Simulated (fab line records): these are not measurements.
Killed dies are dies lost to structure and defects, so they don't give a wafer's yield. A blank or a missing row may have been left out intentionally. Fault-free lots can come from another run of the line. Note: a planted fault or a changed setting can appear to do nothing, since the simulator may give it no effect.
fab line records | flow n5-finfet
[record] lots = 10 wafers = 26 last-day = 17
route steps=1938 shown SD_EPI_P@308 SD_ACTIVATION@331 ILD0@338 BEOL_M4@1111 PASSIVATION@1936
lots that met no fault: taken from a fault-free run of the same line
start-h: hours from the record's first day to the start of the lot's first wafer shown | wait-h: hours from the lot's prior step to this one | " the same as in the row above | L1.1+2: a row that stands for several wafers | - no value, or no start given | * or withheld: withheld | < > ~ a bound
route shown NAME@n: names a module that has steps shown in the file, with the first one's number in the route | usual: mean/standard deviation taken from wafers without a fault | same: alike in all rows | chamber/n: place in a boat | sites: readings site by site | _std_site: standard deviation of those values | _edge_site: inner sites' mean taken away from outer sites' mean | radius-mm: how far each site lies from the wafer's centre | mask NAME#n: copy n | behind: the most recent tool/chamber to have shaped the wafer | hold: why the lot went on hold/how many hours it stayed there/how the hold came to an end | device: the transistor (n, p or np) that didn't switch | end of line: at the end of the route, the tests of the same wafers | step lacking rows: just its recipe | killed: dies that structure and defects cost at the first sort, which is not the same as the wafer's yield | map: the dies of a wafer, with x for killed, . for not killed, _ for no die there
set.NAME: setting as actually run; set.NAME@STEP: the setting as run at that earlier step | model.NAME: the simulator's own value behind a step, which no gauge read
a sample of lots followed through the steps of the route, with each step as a table and each wafer as a row
services: the hour from which a tool's chamber was out of use, counted from the record's first day as start-h (under 0 if before that day), plus the number of hours and why
[[steps]]
[step N5_SD_EPI_P_ETCH_37]
[recipe] chemistry = N2/H2 target = SOC overetch-a = 1080 mask-material = SiARC temp-c = 40 ion-energy-ev = 100 source-w = 3000 bias-w = 133 pressure-mtorr = 20 time-s = 486 n2-flow-sccm = 200 h2-flow-sccm = 200 ends = end-point
[usual] drypump-motor-current-A = 5.6/0.54 n2-flow-sccm = 200.0/0.6 oes-product-au = 0.68/0.072 rf-vpp-V = 240.6/1.5 showerhead-plenum-p-Torr = 2.54/0.095 throttle-valve-pct = 23.8/0.47
// columns lot.wafer tool chamber start-h wait-h drypump-motor-current-A n2-flow-sccm oes-product-au rf-hours-counter-h rf-vpp-V showerhead-plenum-p-Torr throttle-valve-pct
L223.4 rie-diel-03 1 59.79 0.0 4.9 200.9 0.84 5 242.7 2.71 24.3
L223.5 " 1 " " 4.9 199.7 0.86 - 242.0 2.71 24.3
L223.6 " 0 " " 5.6 200.5 0.65 - 241.0 2.50 24.0
L227.1 rie-diel-04 3 81.70 0.0 6.1 199.3 0.71 95 240.3 2.45 23.6
L227.4 " 1 " " 5.0 199.3 0.67 138 237.8 2.43 23.8
L229.1 rie-diel-04 2 90.46 0.0 6.3 199.9 0.65 190 240.1 2.53 24.2
L229.5 " 2 " " 6.3 200.1 0.64 - 240.6 2.53 24.2
L229.6 " 1 " " 5.0 199.4 0.67 - 239.6 2.43 23.8
L231.1 rie-diel-05 3 104.34 0.0 5.0 200.2 0.63 226 240.4 2.50 23.4
L231.4 " 0 " " 5.5 200.0 0.84 18 241.2 2.58 22.8
L236.3 rie-diel-05 1 135.00 0.0 5.8 201.2 0.64 223 240.3 2.42 24.2
L236.4 " 0 " " 5.6 199.8 0.82 28 241.0 2.57 22.9
L236.6 " 3 " " 5.0 200.2 0.62 - 240.0 2.49 23.4
L241.1 rie-diel-04 3 165.15 0.0 6.1 200.1 0.69 121 240.0 2.44 23.6
L241.6 " 0 " " 5.1 199.8 0.64 - 241.4 2.41 23.6
L243.1 rie-diel-04 0 173.64 0.0 5.1 201.0 0.63 206 239.2 2.41 23.6
L243.2 " 1 " " 5.0 199.5 0.66 166 240.4 2.42 23.9
L243.6 " 0 " " 5.1 201.0 0.64 - 238.5 2.41 23.6
L244.1 rie-diel-03 2 180.43 0.0 6.6 200.0 0.68 156 241.8 2.62 23.4
L244.5 " 0 " " 5.7 199.2 0.62 - 240.4 2.49 24.1
L245.1 rie-diel-05 2 186.18 0.0 5.8 200.3 0.60 240 239.6 2.60 23.1
L245.2 " 0 " " 5.5 199.2 0.79 46 241.4 2.57 22.9
L245.6 " 1 " " 5.8 200.1 0.63 - 239.4 2.41 24.2
L246.1 rie-diel-05 2 192.31 0.0 5.7 200.2 0.60 242 240.5 2.60 23.1
L246.3 " 1 " " 5.8 200.5 0.62 243 239.4 2.41 24.2
L246.5 " 2 " " 5.7 199.5 0.59 - 240.5 2.60 23.0
[step N5_SD_ACTIVATION_LSA_01]
[recipe] temp-c = 1080 time-s = 0.0008 ambient = N2
[usual] wafer_temp_C_max = 1085.9/2.5
// columns lot.wafer tool chamber start-h wait-h wafer_temp_C_max
L223.4 laser-anneal-02 0 64.41 0.2 1084.4
L223.5 " 0 " " 1084.8
L223.6 " 0 " " 1083.8
L227.1 laser-anneal-02 0 86.58 0.3 1083.4
L227.4 " 0 " " 1083.9
L229.1 laser-anneal-02 0 96.28 0.2 1083.1
L229.5 " 0 " " 1085.1
L229.6 " 0 " " 1084.2
L231.1 laser-anneal-02 0 109.04 0.2 1083.4
L231.4 " 0 " " 1083.2
L236.3 laser-anneal-01 0 138.91 0.2 1085.3
L236.4 " 0 " " 1088.4
L236.6 " 0 " " 1087.7
L241.1 laser-anneal-02 0 169.00 0.2 1084.9
L241.6 " 0 " " 1084.2
L243.1 laser-anneal-02 0 177.70 0.2 1083.6
L243.2 " 0 " " 1084.9
L243.6 " 0 " " 1084.1
L244.1 laser-anneal-01 0 185.24 0.2 1087.9
L244.5 " 0 " " 1085.4
L245.1 laser-anneal-02 0 191.04 0.2 1083.9
L245.2 " 0 " " 1083.1
L245.6 " 0 " " 1083.2
L246.1 laser-anneal-01 0 196.19 0.2 1091.6
L246.3 " 0 " " 1090.5
L246.5 " 0 " " 1086.5
[step N5_SD_ACTIVATION_RS_MEAS_03]
[recipe] thk-meas-gauge = four-point-probe
[usual] RS_SD_N = 21.9/0.31 RS_SD_P = 56.2/0.83
// columns lot.wafer tool chamber start-h wait-h RS_SD_N[ohm/sq] RS_SD_P[ohm/sq]
L223.4 film-metro-02 - 64.60 0.2 22.5 57.2
L223.5 " - " " 22.5 56.4
L223.6 " - " " 21.9 55.9
L227.1 film-metro-01 - 86.78 0.2 20.0 55.2
L227.4 " - " " 19.9 55.4
L229.1 film-metro-01 - 96.49 0.2 20.7 57.9
L229.5 " - " " 22.3 57.3
L229.6 " - " " 22.0 57.5
L231.1 film-metro-02 - 109.24 0.2 20.4 56.1
L231.4 " - " " 20.1 55.5
L236.3 film-metro-01 - 139.10 0.2 21.4 54.7
L236.4 " - " " 21.5 55.5
L236.6 " - " " 21.7 54.3
L241.1 film-metro-02 - 169.21 0.2 21.6 56.8
L241.6 " - " " 21.5 56.1
L243.1 film-metro-01 - 177.90 0.2 22.0 57.2
L243.2 " - " " 21.9 56.3
L243.6 " - " " 22.0 57.5
L244.1 film-metro-01 - 185.45 0.2 21.8 56.9
L244.5 " - " " 22.1 57.4
L245.1 film-metro-02 - 191.25 0.2 21.7 55.7
L245.2 " - " " 21.9 55.9
L245.6 " - " " 21.8 55.7
L246.1 film-metro-02 - 196.40 0.2 22.2 56.9
L246.3 " - " " 21.5 56.6
L246.5 " - " " 21.5 56.2
[step N5_ILD0_CMP_03]
[recipe] stop-on = SiNx t-overpolish-s = 1.9 post-cmp-clean = alkaline-brush down-force-psi = 4.1491 platen-rpm = 51.796 pad-velocity-m-s = 1.0306 target-thk-nm = 197.38
[usual] motor-current-A = 12.3/1.8 overpolish-run-s = 1.900/0.0088 slurry-flow-ml-min = 150.0/0.46 time-to-endpoint-s = 71/4.7
// columns lot.wafer tool chamber start-h wait-h motor-current-A overpolish-run-s slurry-flow-ml-min time-to-endpoint-s
L223.4 cmp-04 2 67.34 0.1 12.1 1.897 150.2 74
L223.6 " 0 " " 12.2 1.882 150.5 70
L223.5 " 1 " " 11.6 1.907 149.4 71
L227.1 cmp-01 0 89.66 0.1 12.7 1.907 149.3 71
L227.4 " 2 " " 18.6 1.894 149.5 64
L229.1 cmp-02 0 100.29 0.1 12.2 1.902 149.4 76
L229.6 " 3 " " 10.9 1.906 149.9 73
L229.5 " 0 " " 12.0 1.893 149.8 74
L231.1 cmp-04 0 112.01 0.1 11.8 1.883 150.3 74
L231.4 " 1 " " 12.1 1.895 150.4 79
L236.3 cmp-02 1 141.78 0.0 10.7 1.894 149.4 70
L236.4 " 0 " " 12.6 1.910 149.6 70
L236.6 " 2 " " 13.6 1.895 150.4 66
L241.1 cmp-01 2 172.30 0.1 17.7 1.897 150.4 68
L241.6 " 1 " " 10.9 1.898 149.5 63
L243.2 cmp-02 3 180.77 0.0 11.1 1.905 150.3 74
L243.1 " 1 " " 11.7 1.909 150.0 73
L243.6 " 0 " " 12.1 1.899 150.0 77
L244.1 cmp-02 2 188.58 0.1 14.0 1.898 150.7 71
L244.5 " 1 " " 11.0 1.904 149.8 72
L245.2 cmp-01 1 194.47 0.0 11.4 1.889 150.1 64
L245.1 " 2 " " 17.7 1.885 150.8 66
L245.6 " 2 " " 17.1 1.901 150.2 65
L246.3 cmp-02 1 199.48 0.0 11.2 1.899 150.0 69
L246.1 " 3 " " 10.6 1.901 150.3 71
L246.5 " 2 " " 13.7 1.912 150.0 69
[step N5_ILD0_THK_MEAS_13]
[usual] thk-nm = 17.9/1.1
// columns lot.wafer tool chamber start-h wait-h thk-nm
L223.4 film-metro-02 - 71.10 - 18.7
L223.5 " - " " 19.1
L223.6 " - " " 17.9
L227.1 film-metro-02 - 94.03 - 17.5
L227.4 " - " " 17.7
L229.1 film-metro-02 - 104.76 0.2 19.9
L229.5 " - " " 18.0
L229.6 " - " " 16.5
L231.1 film-metro-01 - 116.47 - 17.8
L231.4 " - " " 17.9
L236.3 film-metro-02 - 145.79 - 16.9
L236.4 " - " " 16.7
L236.6 " - " " 17.0
L241.1 film-metro-02 - 176.22 - 19.8
L241.6 " - " " 19.5
L243.1 film-metro-01 - 184.74 - 17.6
L243.2 " - " " 17.9
L243.6 " - " " 17.9
L244.1 film-metro-02 - 192.37 - 16.4
L244.5 " - " " 18.0
L245.1 film-metro-02 - 198.30 - 19.0
L245.2 " - " " 16.7
L245.6 " - " " 18.5
L246.1 film-metro-01 - 204.00 - 17.6
L246.3 " - " " 18.3
L246.5 " - " " 16.6
[step N5_BEOL_M4_RC_MEAS_101]
[usual] DIBL_N = 36.1/1.5 DIBL_P = 36.1/1.9 IOFF_N = 0.159/0.029 IOFF_P = 0.21/0.038 ION_N = 675/11 ION_P = 464/8.1 RC_DENSE_N = 19.1/0.34 RC_N = 15.60/0.28 RS_SD_N = 28.3/0.35 SS_N = 71.5/0.57 SS_P = 73.3/0.64 VT_N = 249/3.1 VT_P = -250/3.8
// columns lot.wafer tool chamber start-h wait-h DIBL_N[mV/V] DIBL_P[mV/V] IOFF_N[nA/um] IOFF_P[nA/um] ION_N[uA/um] ION_P[uA/um] RC_DENSE_N[ohm.um] RC_N[ohm.um] RS_SD_N[ohm/sq] SS_N[mV/dec] SS_P[mV/dec] VT_N[mV] VT_P[mV]
L223.4 prober-01 0 158.90 0.5 37.0 37.6 0.149 0.21 664 462 19.3 15.82 28.5 71.6 73.3 249 -251
L223.5 " 0 " " 35.4 34.6 0.118 0.17 654 457 19.5 15.98 28.6 71.8 72.9 255 -254
L223.6 " 0 " " 37.2 38.3 0.144 0.22 664 461 19.8 16.11 28.4 71.6 73.2 252 -251
L227.1 prober-02 0 192.89 0.1 34.8 34.7 0.145 0.19 688 468 17.6 14.46 26.3 71.0 72.6 250 -252
L227.4 " 0 " " 36.0 35.9 0.166 0.21 682 469 17.7 14.46 26.1 71.4 72.5 249 -249
L229.1 prober-02 0 199.70 0.0 38.3 37.4 0.173 0.23 675 462 17.9 14.64 27.1 72.1 73.7 249 -250
L229.5 " 0 " " 36.5 35.2 0.151 0.20 679 469 18.8 15.33 29.0 71.3 73.0 249 -250
L229.6 " 0 " " 37.6 35.9 0.170 0.20 669 458 19.1 15.37 28.4 71.9 73.2 247 -251
L231.1 prober-02 0 219.08 0.0 38.0 38.2 0.175 0.24 683 470 17.5 14.19 26.6 72.0 74.1 250 -249
L231.4 " 0 " " 37.7 37.0 0.160 0.21 674 456 17.7 14.40 26.5 71.9 73.5 254 -249
L236.3 prober-01 0 248.66 0.3 36.7 38.0 0.168 0.23 687 464 19.2 15.76 27.6 71.7 73.1 249 -249
L236.4 " 0 " " 34.2 34.1 0.113 0.17 656 460 19.2 15.77 27.7 70.8 73.2 256 -254
L236.6 " 0 " " 36.9 37.7 0.155 0.22 670 470 19.2 15.56 28.0 71.5 74.0 250 -250
L241.1 prober-01 0 274.06 0.0 35.3 36.4 0.159 0.21 688 463 18.5 15.12 28.0 72.2 73.5 248 -249
L241.6 " 0 " " 37.3 39.1 0.206 0.26 689 468 18.8 15.40 28.0 72.0 74.1 244 -247
L243.1 prober-01 0 281.30 0.0 37.1 36.9 0.177 0.26 686 476 19.3 15.75 28.1 72.1 73.8 245 -245
L243.2 " 0 " " 36.9 37.2 0.184 0.28 691 481 18.8 15.38 28.3 71.4 73.1 248 -241
L243.6 " 0 " " 38.5 39.3 0.213 0.31 702 479 19.0 15.64 28.7 72.2 73.5 244 -241
L244.1 prober-02 0 300.63 0.0 35.6 36.6 0.159 0.20 674 456 19.7 16.05 28.3 71.3 72.6 247 -252
L244.5 " 0 " " 34.5 34.6 0.131 0.17 664 456 19.7 16.05 28.7 71.1 73.1 252 -255
L245.1 prober-02 0 306.03 0.0 37.1 37.1 0.173 0.30 677 479 19.5 15.92 28.5 71.4 73.3 246 -241
L245.2 " 0 " " 37.5 37.7 0.192 0.32 689 481 19.1 15.55 28.6 72.1 73.7 247 -242
L245.6 " 0 " " 37.6 37.6 0.198 0.31 686 473 19.6 16.08 28.3 72.0 74.3 245 -244
L246.1 prober-01 0 321.45 0.0 36.2 36.8 0.181 0.23 684 469 19.0 15.58 29.0 71.1 73.3 247 -247
L246.3 " 0 " " 36.6 36.4 0.180 0.23 680 468 19.4 15.98 28.2 70.9 72.5 246 -248
L246.5 " 0 " " 34.8 36.0 0.168 0.23 686 473 19.2 15.51 28.0 71.5 73.6 244 -247
[step N5_PASSIVATION_PROBE_49]
[usual] defect-limited-yield = 91.5/1.6 killed_at_M0_to_M3 = 33/10 killed_at_M4_up = 13/5.6 killed-at-contacts = 13/6 killed-at-front-end = 39/12 killed-at-other = 3.0/2.8 killed-dies = 101/19 killed-open = 65/13 killed-short = 32/8.3 sort_bin_5_function = 5.0/1 sort_bin_6_memory = 3.1/0.69 sort-n-pass = 1079/19 sort-yield-pct = 91.5/1.6
[same] gross-dies = 1180 killed-at-back-side = 0 sort_bin_4_leakage[%] = 0 sort_bin_8_speed[%] = 0
// columns lot.wafer tool chamber start-h wait-h defect-limited-yield[%] killed_at_M0_to_M3 killed_at_M4_up killed-at-contacts killed-at-front-end killed-at-other killed-dies killed-open killed-short sort_bin_5_function[%] sort_bin_6_memory[%] sort-n-pass sort-yield-pct[%]
L229.5 prober-01 - 311.65 0.2 90.7 30 6 14 45 15 110 75 32 5.8 3.1 1070 90.7
// killed by level:class
L229.5 FIN_SAQP:geometric-particle:open=14 MOL_CONTACT_COAG:geometric-particle:open=12 FIN_SAQP:geometric-particle:short=10 PASS1_CAP:geometric-particle:open=10 BEOL_M3:geometric-particle:open=8 BEOL_M1:geometric-particle:open=6 BEOL_M2:geometric-particle:open=6 GATE_CUT:geometric-particle:short=5
[[services]]
// columns tool chamber start-h hours kind
cmp-02 - 39.02 5.2 pm
cmp-02 - 51.56 4.0 pm
rie-diel-04 1 53.11 2.4 repair
cmp-02 - 55.56 - consumable-replace:conditioner
cmp-02 - 55.56 - consumable-replace:pad
laser-anneal-01 - 87.97 5.6 pm
cmp-02 - 94.81 4.1 repair
cmp-04 - 114.69 1.4 repair
cmp-04 - 122.01 12.8 pm
laser-anneal-02 - 131.55 3.6 pm
cmp-04 - 136.94 7.0 pm
cmp-01 - 160.58 1.5 repair
rie-diel-03 3 162.99 - clean
rie-diel-03 3 162.99 - consumable-replace:focus-ring
cmp-04 - 164.11 1.0 repair
cmp-01 - 179.65 4.0 pm
rie-diel-05 3 180.01 - clean
rie-diel-05 3 180.01 - consumable-replace:focus-ring
cmp-04 - 182.35 0.4 repair
rie-diel-04 1 183.48 4.8 repair
cmp-01 - 183.65 - consumable-replace:conditioner
cmp-01 - 183.65 - consumable-replace:pad
cmp-04 - 189.92 0.3 repair
cmp-02 - 196.25 2.8 repair
[[key]]
[first-sign] step = N5_SD_ACTIVATION_RS_MEAS_03 reading = RS_SD_N direction = down sigmas = 5.4 usual = 21.9 struck = 20.2
[effect] step = N5_BEOL_M4_RC_MEAS_101 reading = RS_SD_N direction = down sigmas = 5.2 usual = 28.3 struck = 26.5
[effect] step = N5_BEOL_M4_RC_MEAS_101 reading = RC_DENSE_N direction = down sigmas = 4.2 usual = 19.1 struck = 17.7
[effect] step = N5_BEOL_M4_RC_MEAS_101 reading = RC_N direction = down sigmas = 4.1 usual = 15.60 struck = 14.43
met-at N5_SD_ACTIVATION_LSA_01
struck-lots L227,L229,L231
struck-wafers L227.1,L227.4,L229.1,L231.1,L231.4
not-acting-at N5_SD_EPI_P_ETCH_37,N5_ILD0_CMP_03,N5_ILD0_THK_MEAS_13
onset-between 64.41 86.58
[fault] kind = process-parameter-drift tool = laser-anneal-02 chamber = - onset-h = 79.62 steps = N5_SD_ACTIVATION_LSA_01 channel = time-s offset = * shape = step end-h = 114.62 scope = struck-wafers-only stated = *
